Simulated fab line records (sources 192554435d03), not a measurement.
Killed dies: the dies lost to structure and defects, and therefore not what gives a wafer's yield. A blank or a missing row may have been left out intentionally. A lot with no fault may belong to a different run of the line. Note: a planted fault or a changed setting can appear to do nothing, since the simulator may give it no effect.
fab line records | flow n5-finfet
[record] lots = 24 wafers = 72 last-day = 18
route steps=1938 shown BEOL_M2@863 BEOL_M3@934
lots untouched by any fault: they come from a run of this same line in which no faults occurred
start-h: start of the lot's first displayed wafer, in hours after the record's first day | wait-h: how many hours have passed since the lot's step before this one | " the same as in the row above | L1.1+2: a single row standing in for several wafers | - no value, or no start given | * or withheld: withheld | < > ~ a bound
route shown NAME@n: NAME is a module with steps in the file, n the number in the route of the first one | usual: mean and standard deviation over wafers with no fault | same: alike in all rows | chamber/n: place in a boat | sites: each site's reading | _std_site: the values' standard deviation | _edge_site: the outer-site mean with the inner-site mean subtracted | radius-mm: for every site, how far away it sits from the centre of the wafer | mask NAME#n: copy n | behind: the last tool/chamber to shape the wafer | hold: the reason the lot was held/the length of the hold in hours/how it ended | device: whichever transistor did not switch (one of n, p or np) | end of line: tests run on the same wafers once the route is complete | step lacking rows: just its recipe | killed: dies lost to structure and defects at the first sort, not the wafer's yield | map: per-die view of a wafer (x killed, . not killed, _ where there is no die)
set.NAME: the setting the step ran with; set.NAME@STEP: the setting that earlier step ran with | model.NAME: the simulator's own value behind a step, which no gauge read
route steps across a sampled set of lots; one table per step, one row per wafer
services: a tool's chamber out of use, with start hour (start-h, from the record's first day; less than 0 if before it), hours out, and reason
[[steps]]
[step N5_BEOL_M2_STRIP_66]
[recipe] chemistry = CF4 resist = SiARC power-w = 300 bias-power-w = 75 pressure-mtorr = 50 cf4-flow-sccm = 150 rf-frequency-hz = 6e+07
[usual] bias-power-w = 75.02/0.24 drypump-motor-current-A = 5.5/0.36 oes-product-au = 0.76/0.075 rf-vpp-V = 271.1/1.7 showerhead-plenum-p-Torr = 1.80/0.066 throttle-valve-pct = 13.61/0.19
// columns lot.wafer tool chamber start-h wait-h bias-power-w drypump-motor-current-A oes-product-au rf-hours-counter-h rf-vpp-V showerhead-plenum-p-Torr throttle-valve-pct
L074.1 rie-diel-04 3 141.58 0.0 75.11 5.6 0.70 180 268.2 1.72 13.66
L074.2 " 2 " " 74.75 4.8 0.89 28 269.7 1.76 13.39
L074.3 " 0 " " 74.98 5.9 0.70 183 268.9 1.73 13.78
L077.3 rie-diel-04 2 150.90 0.0 75.19 4.8 0.88 30 271.6 1.76 13.39
L077.4 " 0 " " 75.26 5.9 0.70 186 268.9 1.72 13.81
L077.6 " 0 " " 75.45 5.9 0.70 - 268.3 1.72 13.79
L076.3 rie-diel-02 1 152.23 0.0 75.10 4.9 0.87 24 272.6 1.84 13.24
L076.4 " 3 " " 75.29 5.4 0.90 27 272.5 1.85 13.51
L076.6 " 0 " " 75.09 5.7 0.71 - 270.5 1.71 13.62
L075.3 rie-diel-04 3 154.17 0.0 74.87 5.6 0.71 184 267.5 1.72 13.67
L075.4 " 0 " " 74.84 5.9 0.70 187 269.1 1.72 13.80
L075.6 " 1 " " 74.81 5.3 0.71 - 272.2 1.84 13.83
L078.2 rie-diel-04 2 155.41 0.0 75.10 4.8 0.89 32 270.0 1.76 13.39
L078.4 " 0 " " 75.04 5.8 0.70 188 270.4 1.72 13.80
L078.5 " 3 " " 75.01 5.6 0.71 - 269.4 1.72 13.69
L080.1 rie-diel-04 3 168.32 0.0 74.79 5.6 0.70 189 270.4 1.72 13.68
L080.4 " 2 " " 74.78 4.8 0.89 - 270.4 1.76 13.41
L080.6 " 3 " " 74.86 5.6 0.71 - 268.7 1.72 13.69
L079.3 rie-diel-04 3 168.67 0.0 75.11 5.6 0.70 189 268.4 1.72 13.69
L079.4 " 3 " " 74.97 5.6 0.70 - 269.3 1.72 13.68
L079.6 " 0 " " 74.84 5.8 0.70 - 269.6 1.72 13.81
L081.1 rie-diel-05 2 174.09 0.0 75.38 5.9 0.71 196 274.0 1.86 13.61
L081.2 " 1 " " 74.60 5.5 0.73 190 269.7 1.72 13.74
L081.5 " 2 " " 75.12 5.9 0.71 - 272.4 1.86 13.60
L082.1 rie-diel-02 2 181.70 0.0 75.58 5.9 0.71 198 271.7 1.85 13.81
L082.4 " 3 " " 75.19 5.4 0.88 37 271.9 1.85 13.52
L082.5 " 1 " " 74.91 5.0 0.86 - 271.9 1.84 13.28
L083.1 rie-diel-02 0 192.94 0.0 74.54 5.7 0.70 203 271.4 1.70 13.65
L083.2 " 3 " " 75.27 5.4 0.87 40 272.6 1.85 13.53
L083.5 " 2 " " 74.99 5.9 0.71 - 271.9 1.85 13.81
L085.2 rie-diel-02 3 207.99 0.0 75.02 5.4 0.87 45 273.3 1.85 13.53
L085.4 " 1 " " 74.99 4.9 0.84 41 273.2 1.83 13.28
L085.6 " 1 " " 74.74 5.0 0.84 - 270.8 1.83 13.31
L086.1 rie-diel-02 1 215.74 0.0 74.87 5.0 0.84 44 272.6 1.83 13.30
L086.2 " 2 " " 75.35 5.9 0.70 210 272.4 1.85 13.84
L086.4 " 3 " " 75.22 5.3 0.86 48 270.8 1.84 13.53
L084.1 rie-diel-02 0 219.80 0.0 74.74 5.6 0.70 213 270.0 1.70 13.65
L084.5 " 1 " " 75.26 5.0 0.84 - 271.8 1.83 13.31
L084.6 " 2 " " 74.92 5.9 0.70 - 269.9 1.85 13.83
L087.1 rie-diel-05 2 220.44 0.0 74.75 5.9 0.70 213 272.9 1.85 13.65
L087.2 " 3 " " 75.15 5.7 0.87 32 272.7 1.90 13.38
L087.6 " 2 " " 75.02 5.9 0.70 - 272.6 1.85 13.65
L088.2 rie-diel-05 3 221.21 0.0 75.54 5.7 0.87 32 272.9 1.90 13.37
L088.5 " 3 " " 75.02 5.7 0.87 - 273.6 1.90 13.37
L088.6 " 2 " " 75.17 5.9 0.70 - 273.0 1.85 13.65
L090.2 rie-diel-05 0 226.74 0.0 75.30 5.0 0.78 93 270.9 1.82 13.34
L090.3 " 2 " " 75.06 5.9 0.69 217 273.4 1.85 13.65
L090.4 " 3 " " 74.75 5.7 0.85 36 271.8 1.89 13.37
L089.3 rie-diel-02 3 229.34 0.0 74.83 5.4 0.85 54 272.2 1.84 13.57
L089.4 " 2 " " 75.15 5.9 0.69 216 273.8 1.84 13.87
L089.5 " 0 " " 74.90 5.7 0.69 - 269.6 1.70 13.66
L091.1 rie-diel-02 3 235.82 0.0 75.05 5.4 0.84 56 271.3 1.84 13.57
L091.3 " 2 " " 74.51 5.9 0.69 220 271.5 1.84 13.85
L091.4 " 1 " " 74.98 5.0 0.83 55 271.5 1.83 13.33
L092.2 rie-diel-05 2 246.53 0.0 75.07 5.9 0.69 219 272.4 1.85 13.65
L092.5 " 1 " " 75.31 5.5 0.72 - 268.4 1.72 13.80
L092.6 " 2 " " 75.44 5.9 0.69 - 271.9 1.85 13.67
L093.1 rie-diel-05 3 246.77 0.0 74.79 5.7 0.86 39 272.7 1.89 13.38
L093.2 " 2 " " 74.99 5.9 0.69 219 271.4 1.85 13.64
L093.3 " 0 " " 75.16 4.9 0.76 95 271.9 1.82 13.34
L094.4 rie-diel-02 3 253.92 0.0 74.95 5.4 0.84 65 272.0 1.84 13.60
L094.5 " 0 " " 75.04 5.7 0.68 - 268.6 1.70 13.70
L094.6 " 3 " " 75.14 5.4 0.84 - 271.2 1.84 13.59
L095.2 rie-diel-05 0 262.40 0.0 75.03 5.0 0.78 101 271.5 1.82 13.34
L095.4 " 2 " " 74.19 5.9 0.69 225 271.9 1.85 13.67
L095.5 " 3 " " 74.86 5.7 0.84 - 272.9 1.89 13.39
L096.1 rie-diel-05 2 262.71 0.0 74.99 5.9 0.69 225 272.7 1.85 13.67
L096.2 " 3 " " 75.05 5.8 0.84 44 273.9 1.89 13.39
L096.4 " 0 " " 75.03 5.0 0.77 101 273.5 1.82 13.35
L097.4 rie-diel-02 1 276.65 0.0 75.48 5.0 0.81 68 271.5 1.83 13.37
L097.5 " 0 " " 75.05 5.7 0.68 - 270.0 1.70 13.71
L097.6 " 3 " " 74.90 5.3 0.83 - 270.5 1.84 13.61
[step N5_BEOL_M2_SPUTTER_48]
[recipe] material = Cu target-thk-a = 45 temp-c = -20 chamber-pressure-pa = 0.07 power-w = withheld time-s = 8.29
[usual] throttle-valve-pct = 29.7/0.99
// columns lot.wafer tool chamber start-h wait-h throttle-valve-pct
L074.1 pvd-sputter-01 - 143.84 0.1 29.0
L074.2 " - " " 28.3
L074.3 " - " " 30.5
L077.3 pvd-sputter-02 - 159.12 0.1 30.1
L077.4 " - " " 30.3
L077.6 " - " " 29.0
L076.3 pvd-sputter-01 - 162.70 0.4 29.0
L076.4 " - " " 30.3
L076.6 " - " " 28.7
L075.3 pvd-sputter-03 - 164.26 0.1 29.9
L075.4 " - " " 31.5
L075.6 " - " " 31.2
L078.2 pvd-sputter-02 - 165.66 0.2 30.4
L078.4 " - " " 28.9
L078.5 " - " " 30.1
L080.1 pvd-sputter-01 - 170.62 0.2 31.1
L080.4 " - " " 30.4
L080.6 " - " " 30.5
L079.3 pvd-sputter-02 - 171.32 0.1 30.1
L079.4 " - " " 30.2
L079.6 " - " " 29.0
L081.1 pvd-sputter-02 - 178.30 0.2 30.3
L081.2 " - " " 29.9
L081.5 " - " " 28.8
L082.1 pvd-sputter-03 - 187.02 0.1 28.0
L082.4 " - " " 29.2
L082.5 " - " " 28.1
L083.1 pvd-sputter-02 - 197.56 0.2 30.0
L083.2 " - " " 30.4
L083.5 " - " " 30.2
L085.2 pvd-sputter-01 - 213.22 0.1 29.1
L085.4 " - " " 28.5
L085.6 " - " " 28.8
L086.1 pvd-sputter-03 - 222.45 0.1 29.9
L086.2 " - " " 29.6
L086.4 " - " " 31.1
L084.1 pvd-sputter-02 - 223.40 0.1 28.9
L084.5 " - " " 30.1
L084.6 " - " " 30.0
L087.1 pvd-sputter-01 - 225.67 0.1 30.5
L087.2 " - " " 31.2
L087.6 " - " " 28.8
L088.2 pvd-sputter-02 - 226.06 0.4 29.6
L088.5 " - " " 30.5
L088.6 " - " " 28.7
L090.2 pvd-sputter-01 - 232.23 0.3 28.2
L090.3 " - " " 31.4
L090.4 " - " " 29.1
L089.3 pvd-sputter-01 - 235.39 0.1 31.5
L089.4 " - " " 30.3
L089.5 " - " " 30.3
L091.1 pvd-sputter-02 - 244.04 1.0 29.6
L091.3 " - " " 30.0
L091.4 " - " " 30.6
L092.2 pvd-sputter-01 - 252.23 0.1 31.5
L092.5 " - " " 28.8
L092.6 " - " " 31.3
L093.1 pvd-sputter-02 - 264.39 0.8 29.7
L093.2 " - " " 28.8
L093.3 " - " " 30.0
L094.4 pvd-sputter-03 - 267.56 0.1 29.2
L094.5 " - " " 27.8
L094.6 " - " " 29.8
L095.2 pvd-sputter-03 - 269.40 1.3 28.0
L095.4 " - " " 31.3
L095.5 " - " " 29.4
L096.1 pvd-sputter-02 - 273.00 0.5 28.7
L096.2 " - " " 30.4
L096.4 " - " " 29.6
L097.4 pvd-sputter-02 - 280.24 1.0 28.7
L097.5 " - " " 30.2
L097.6 " - " " 29.8
[step N5_BEOL_M2_ANNEAL_89]
[recipe] temp-c = 400 time-s = 240 ambient = vacuum
[usual] heater-power-w = 870/140
// columns lot.wafer tool chamber start-h wait-h heater-power-w
L074.1 pvd-sputter-01 - 144.80 0.0 855
L074.2 " - " " 822
L074.3 " - " " 714
L077.3 pvd-sputter-02 - 160.08 0.0 1020
L077.4 " - " " 1060
L077.6 " - " " 703
L076.3 pvd-sputter-01 - 163.66 0.0 854
L076.4 " - " " 718
L076.6 " - " " 833
L075.3 pvd-sputter-03 - 165.22 0.0 857
L075.4 " - " " 677
L075.6 " - " " 696
L078.2 pvd-sputter-02 - 166.62 0.0 1043
L078.4 " - " " 700
L078.5 " - " " 1009
L080.1 pvd-sputter-01 - 171.58 0.0 810
L080.4 " - " " 738
L080.6 " - " " 733
L079.3 pvd-sputter-02 - 172.28 0.0 1002
L079.4 " - " " 1026
L079.6 " - " " 697
L081.1 pvd-sputter-02 - 179.26 0.0 1048
L081.2 " - " " 921
L081.5 " - " " 687
L082.1 pvd-sputter-03 - 187.98 0.0 1182
L082.4 " - " " 777
L082.5 " - " " 1142
L083.1 pvd-sputter-02 - 198.52 0.0 1033
L083.2 " - " " 1029
L083.5 " - " " 1020
L085.2 pvd-sputter-01 - 214.18 0.0 849
L085.4 " - " " 823
L085.6 " - " " 828
L086.1 pvd-sputter-03 - 223.41 0.0 832
L086.2 " - " " 755
L086.4 " - " " 681
L084.1 pvd-sputter-02 - 224.36 0.0 689
L084.5 " - " " 992
L084.6 " - " " 912
L087.1 pvd-sputter-01 - 226.63 0.0 704
L087.2 " - " " 811
L087.6 " - " " 860
L088.2 pvd-sputter-02 - 227.02 0.0 911
L088.5 " - " " 1068
L088.6 " - " " 684
L090.2 pvd-sputter-01 - 233.19 0.0 818
L090.3 " - " " 820
L090.4 " - " " 851
L089.3 pvd-sputter-01 - 236.35 0.0 808
L089.4 " - " " 711
L089.5 " - " " 716
L091.1 pvd-sputter-02 - 245.00 0.0 932
L091.3 " - " " 1006
L091.4 " - " " 1048
L092.2 pvd-sputter-01 - 253.19 0.0 808
L092.5 " - " " 836
L092.6 " - " " 808
L093.1 pvd-sputter-02 - 265.35 0.0 924
L093.2 " - " " 689
L093.3 " - " " 1031
L094.4 pvd-sputter-03 - 268.52 0.0 765
L094.5 " - " " 1205
L094.6 " - " " 821
L095.2 pvd-sputter-03 - 270.36 0.0 1141
L095.4 " - " " 698
L095.5 " - " " 787
L096.1 pvd-sputter-02 - 273.96 0.0 697
L096.2 " - " " 1040
L096.4 " - " " 936
L097.4 pvd-sputter-02 - 281.20 0.0 685
L097.5 " - " " 1012
L097.6 " - " " 911
[step N5_BEOL_M2_ANNEAL_91]
[recipe] temp-c = 400 time-s = 240 ambient = vacuum
[usual] heater-power-w = 871/140
// columns lot.wafer tool chamber start-h wait-h heater-power-w
L074.1 pvd-sputter-01 - 145.02 0.0 853
L074.2 " - " " 820
L074.3 " - " " 720
L077.3 pvd-sputter-02 - 160.30 0.0 1018
L077.4 " - " " 1048
L077.6 " - " " 696
L076.3 pvd-sputter-01 - 163.88 0.0 847
L076.4 " - " " 712
L076.6 " - " " 857
L075.3 pvd-sputter-03 - 165.44 0.0 844
L075.4 " - " " 695
L075.6 " - " " 685
L078.2 pvd-sputter-02 - 166.84 0.0 1044
L078.4 " - " " 681
L078.5 " - " " 1016
L080.1 pvd-sputter-01 - 171.80 0.0 838
L080.4 " - " " 707
L080.6 " - " " 732
L079.3 pvd-sputter-02 - 172.50 0.0 1027
L079.4 " - " " 1017
L079.6 " - " " 684
L081.1 pvd-sputter-02 - 179.48 0.0 1057
L081.2 " - " " 920
L081.5 " - " " 699
L082.1 pvd-sputter-03 - 188.20 0.0 1204
L082.4 " - " " 768
L082.5 " - " " 1207
L083.1 pvd-sputter-02 - 198.74 0.0 1017
L083.2 " - " " 1040
L083.5 " - " " 1032
L085.2 pvd-sputter-01 - 214.40 0.0 843
L085.4 " - " " 817
L085.6 " - " " 817
L086.1 pvd-sputter-03 - 223.63 0.0 812
L086.2 " - " " 775
L086.4 " - " " 678
L084.1 pvd-sputter-02 - 224.58 0.0 693
L084.5 " - " " 1017
L084.6 " - " " 949
L087.1 pvd-sputter-01 - 226.85 0.0 719
L087.2 " - " " 800
L087.6 " - " " 836
L088.2 pvd-sputter-02 - 227.24 0.0 912
L088.5 " - " " 1050
L088.6 " - " " 700
L090.2 pvd-sputter-01 - 233.41 0.0 830
L090.3 " - " " 817
L090.4 " - " " 847
L089.3 pvd-sputter-01 - 236.57 0.0 839
L089.4 " - " " 735
L089.5 " - " " 713
L091.1 pvd-sputter-02 - 245.22 0.0 918
L091.3 " - " " 1057
L091.4 " - " " 1024
L092.2 pvd-sputter-01 - 253.41 0.0 830
L092.5 " - " " 823
L092.6 " - " " 826
L093.1 pvd-sputter-02 - 265.57 0.0 940
L093.2 " - " " 687
L093.3 " - " " 986
L094.4 pvd-sputter-03 - 268.74 0.0 775
L094.5 " - " " 1159
L094.6 " - " " 858
L095.2 pvd-sputter-03 - 270.58 0.0 1133
L095.4 " - " " 687
L095.5 " - " " 767
L096.1 pvd-sputter-02 - 274.18 0.0 701
L096.2 " - " " 1067
L096.4 " - " " 915
L097.4 pvd-sputter-02 - 281.42 0.0 702
L097.5 " - " " 1016
L097.6 " - " " 922
[step N5_BEOL_M2_CMP_52]
[recipe] stop-on = SiOC t-overpolish-s = 6.8 down-force-psi = 1 platen-rpm = 50 clearing-platen-down-force-psi = 1.5 clearing-platen-rpm = 50 post-cmp-clean = cu-alkaline target-thk-nm = 40 clearing-platen-pad-velocity-m-s = 0.99484 pad-velocity-m-s = 0.99484
[usual] barrier-field-endpoint-s = 24.7/0.77 motor-current-A = 6.1/0.65 overpolish-run-s = 6.801/0.009 time-to-endpoint-s = 62/3.4
// columns lot.wafer tool chamber start-h wait-h barrier-field-endpoint-s motor-current-A overpolish-run-s time-to-endpoint-s
L074.1 cmp-03 2 146.36 0.5 25.4 7.4 6.810 64
L074.2 " 3 " " 23.9 7.1 6.800 59
L074.3 " 1 " " 24.3 6.7 6.805 60
L077.4 cmp-03 0 161.47 0.2 25.4 5.7 6.803 67
L077.3 " 1 " " 25.2 6.8 6.812 62
L077.6 " 3 " " 24.9 7.4 6.800 63
L076.4 cmp-02 0 165.32 0.5 24.8 5.8 6.784 60
L076.3 " 1 " " 24.3 5.6 6.796 58
L076.6 " 2 " " 24.6 6.1 6.796 58
L075.3 cmp-02 2 166.59 0.2 24.3 6.5 6.792 57
L075.4 " 3 " " 25.1 6.6 6.788 58
L075.6 " 2 " " 24.9 6.2 6.788 58
L078.4 cmp-02 2 167.91 0.1 23.8 6.0 6.805 60
L078.2 " 1 " " 23.5 5.7 6.813 58
L078.5 " 3 " " 23.5 7.3 6.809 57
L080.1 cmp-02 0 172.91 0.3 23.3 6.2 6.808 62
L080.4 " 2 " " 24.5 6.8 6.803 64
L080.6 " 3 " " 24.3 7.0 6.784 59
L079.4 cmp-02 0 174.09 0.3 23.8 6.0 6.787 61
L079.3 " 3 " " 23.8 7.1 6.798 57
L079.6 " 1 " " 24.9 5.7 6.818 62
L081.1 cmp-02 2 180.63 0.3 23.2 6.2 6.793 56
L081.2 " 3 " " 24.3 7.0 6.785 57
L081.5 " 1 " " 24.2 5.5 6.804 60
L082.1 cmp-01 3 189.28 0.3 24.6 6.5 6.808 64
L082.4 " 0 " " 24.9 4.9 6.821 62
L082.5 " 3 " " 25.0 6.5 6.798 67
L083.2 cmp-03 3 199.81 0.2 24.6 6.8 6.803 60
L083.1 " 2 " " 26.3 7.1 6.789 68
L083.5 " 0 " " 26.2 5.5 6.794 67
L085.4 cmp-01 3 215.48 0.1 26.5 6.6 6.799 71
L085.2 " 2 " " 25.4 5.8 6.791 64
L085.6 " 0 " " 26.2 5.2 6.804 66
L086.4 cmp-01 3 224.72 0.1 26.3 6.5 6.810 67
L086.2 " 0 " " 25.1 5.0 6.789 61
L086.1 " 2 " " 24.9 5.7 6.795 62
L084.1 cmp-01 3 225.73 0.3 25.7 6.7 6.800 66
L084.5 " 1 " " 25.9 5.7 6.809 69
L084.6 " 2 " " 25.0 6.0 6.802 61
L087.1 cmp-01 0 227.99 0.3 24.6 5.2 6.798 64
L087.2 " 2 " " 24.2 5.7 6.822 64
L087.6 " 1 " " 25.8 5.3 6.812 67
L088.2 cmp-01 0 228.43 0.3 24.4 5.0 6.789 62
L088.5 " 1 " " 25.7 5.7 6.804 64
L088.6 " 2 " " 24.4 5.8 6.802 60
L090.3 cmp-02 2 234.53 0.2 24.5 6.3 6.795 64
L090.2 " 3 " " 23.8 6.8 6.792 61
L090.4 " 0 " " 24.3 5.8 6.806 59
L089.3 cmp-01 1 237.64 0.2 26.5 5.7 6.798 68
L089.4 " 0 " " 24.6 5.3 6.793 58
L089.5 " 2 " " 25.3 5.6 6.810 61
L091.4 cmp-02 1 246.30 0.1 24.1 5.9 6.790 57
L091.3 " 2 " " 24.6 6.5 6.794 61
L091.1 " 0 " " 24.3 6.1 6.813 61
L092.2 cmp-02 2 254.52 0.2 23.6 6.3 6.790 59
L092.5 " 1 " " 24.7 5.8 6.801 60
L092.6 " 2 " " 24.1 6.4 6.815 60
L093.2 cmp-03 3 266.64 0.2 23.2 7.2 6.798 60
L093.1 " 0 " " 24.5 5.3 6.807 67
L093.3 " 2 " " 24.5 7.3 6.829 68
L094.4 cmp-01 1 269.85 0.2 24.7 5.5 6.797 66
L094.6 " 0 " " 24.5 5.0 6.793 60
L094.5 " 1 " " 25.3 5.8 6.808 68
L095.2 cmp-01 1 271.76 0.2 24.5 5.8 6.797 63
L095.4 " 3 " " 24.9 6.7 6.800 66
L095.5 " 1 " " 24.7 5.6 6.795 63
L096.2 cmp-02 1 275.29 0.2 23.0 5.8 6.813 55
L096.4 " 2 " " 24.6 6.4 6.800 59
L096.1 " 3 " " 23.7 6.7 6.795 61
L097.4 cmp-01 0 282.61 0.2 24.4 5.0 6.788 59
L097.5 " 1 " " 25.3 5.7 6.781 64
L097.6 " 2 " " 24.3 5.8 6.797 61
[step N5_BEOL_M3_HM_DEP_02]
[recipe] material = TiN target-thk-a = 200 temp-c = 25 chamber-pressure-pa = 0.49996
[usual] throttle-valve-pct = 29.7/0.97
// columns lot.wafer tool chamber start-h wait-h throttle-valve-pct
L074.1 pvd-sputter-01 - 147.42 0.3 31.3
L074.2 " - " " 30.4
L074.3 " - " " 28.8
L077.3 pvd-sputter-02 - 164.52 2.3 30.1
L077.4 " - " " 30.2
L077.6 " - " " 30.5
L076.3 pvd-sputter-02 - 168.04 2.0 28.7
L076.4 " - " " 30.2
L076.6 " - " " 28.9
L075.3 pvd-sputter-01 - 168.10 0.8 30.2
L075.4 " - " " 31.2
L075.6 " - " " 31.2
L078.2 pvd-sputter-03 - 168.69 0.0 30.0
L078.4 " - " " 31.4
L078.5 " - " " 29.9
L080.1 pvd-sputter-01 - 174.04 0.4 28.5
L080.4 " - " " 30.1
L080.6 " - " " 30.5
L079.3 pvd-sputter-02 - 176.92 2.1 29.5
L079.4 " - " " 29.8
L079.6 " - " " 30.3
L081.1 pvd-sputter-01 - 181.85 0.6 28.5
L081.2 " - " " 31.3
L081.5 " - " " 30.4
L082.1 pvd-sputter-02 - 190.91 0.9 28.5
L082.4 " - " " 29.9
L082.5 " - " " 28.9
L083.1 pvd-sputter-01 - 201.06 0.5 28.6
L083.2 " - " " 30.3
L083.5 " - " " 31.3
L085.2 pvd-sputter-02 - 216.27 0.1 30.0
L085.4 " - " " 28.8
L085.6 " - " " 28.7
L086.1 pvd-sputter-02 - 225.58 0.1 30.3
L086.2 " - " " 30.2
L086.4 " - " " 29.9
L084.1 pvd-sputter-03 - 226.49 0.1 29.6
L084.5 " - " " 29.6
L084.6 " - " " 31.1
L087.1 pvd-sputter-02 - 228.79 0.0 29.7
L087.2 " - " " 30.1
L087.6 " - " " 30.0
L088.2 pvd-sputter-03 - 230.61 1.5 29.6
L088.5 " - " " 29.6
L088.6 " - " " 28.3
L090.2 pvd-sputter-03 - 235.45 0.2 31.1
L090.3 " - " " 30.0
L090.4 " - " " 29.6
L089.3 pvd-sputter-02 - 238.77 0.4 30.4
L089.4 " - " " 30.1
L089.5 " - " " 30.0
L091.1 pvd-sputter-03 - 247.75 0.7 29.5
L091.3 " - " " 28.2
L091.4 " - " " 31.1
L092.2 pvd-sputter-01 - 256.27 1.0 31.1
L092.5 " - " " 30.3
L092.6 " - " " 28.5
L093.1 pvd-sputter-01 - 270.13 2.7 28.8
L093.2 " - " " 28.1
L093.3 " - " " 31.1
L094.4 pvd-sputter-01 - 271.03 0.5 29.1
L094.5 " - " " 30.2
L094.6 " - " " 28.9
L095.2 pvd-sputter-03 - 273.46 1.0 29.5
L095.4 " - " " 31.1
L095.5 " - " " 31.2
L096.1 pvd-sputter-03 - 276.82 0.8 29.6
L096.2 " - " " 31.2
L096.4 " - " " 29.3
L097.4 pvd-sputter-02 - 285.10 1.8 30.2
L097.5 " - " " 30.2
L097.6 " - " " 29.6
[[services]]
// columns tool chamber start-h hours kind
cmp-01 - 118.20 5.5 pm
cmp-01 - 124.34 0.6 repair
pvd-sputter-03 - 124.48 12.1 repair
pvd-sputter-01 - 129.67 3.7 repair
cmp-03 - 134.79 2.7 repair
rie-diel-04 3 144.48 1.3 repair
cmp-01 - 144.90 0.5 repair
pvd-sputter-03 - 150.18 7.7 repair
cmp-01 - 159.29 16.0 pm
rie-diel-04 1 165.57 6.6 repair
cmp-03 - 166.05 3.6 pm
rie-diel-02 1 169.13 2.1 repair
cmp-01 - 183.14 2.1 repair
rie-diel-04 - 212.45 14.6 pm
rie-diel-05 0 213.96 11.5 repair
cmp-03 - 226.34 4.0 pm
cmp-02 - 226.72 6.0 repair
rie-diel-05 1 253.43 2.5 repair
cmp-01 - 258.90 4.0 pm
cmp-03 - 262.06 3.9 pm
cmp-01 - 272.01 6.9 pm
rie-diel-02 - 273.16 0.6 repair
rie-diel-05 - 278.82 0.5 repair
rie-diel-05 2 282.21 3.3 repair
[[key]]
fault none
